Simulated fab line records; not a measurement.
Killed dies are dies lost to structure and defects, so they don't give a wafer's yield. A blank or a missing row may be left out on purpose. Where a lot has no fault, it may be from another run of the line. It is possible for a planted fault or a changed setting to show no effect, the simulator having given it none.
Matching of chambers -- flow nand_harc -- rie_diel-12 running NHARC_HYBRID_BOND_ACTIVATE_00: 4 sister chambers
The step chemistry N2, time 60 s. 4 wafers are shown with their chamber, then 10 later ones without.

## WAFERS PAIRED WITH THEIR CHAMBERS
wafer,chamber,drypump_motor_current_A (A)
L528.1,3,5.0
L528.4,0,5.7
L529.1,1,5.1
L529.2,2,6.2

## WAFERS MISSING THEIR CHAMBER
wafer,drypump_motor_current_A (A)
L529.3,5.0
L537.1,5.0
L537.3,5.2
L537.5,6.1
L538.1,5.7
L538.3,5.0
L538.6,5.0
L541.1,6.2
L541.2,5.2
L541.6,5.0

## EACH ONE'S CHAMBER
wafer,from the rows above,in truth
L529.3,can't be placed: 3 or 1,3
L537.1,can't be placed: 3 or 1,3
L537.3,can't be placed: 1 or 3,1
L537.5,2,2
L538.1,0,0
L538.3,can't be placed: 3 or 1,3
L538.6,can't be placed: 3 or 1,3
L541.1,2,2
L541.2,can't be placed: 1 or 3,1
L541.6,can't be placed: 3 or 1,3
Correctly placed: 3 of 10. Unplaceable from these rows: 7, with the true chamber sitting among the candidates in 7. Placed wrongly: 0.
How it was worked out, from the rows above alone: a wafer's distance from a chamber is the root of the sum, over the readings, of the square of ((its reading less the chamber's mean) divided by the reading's scatter). The wafer belongs to the nearest chamber; if the next one is less than 2 further off, it can't be placed. Each chamber's mean is taken over the wafers shown for it. The scatter: root of mean squared gap, hidden wafer to nearest shown wafer, with one shown wafer a chamber.
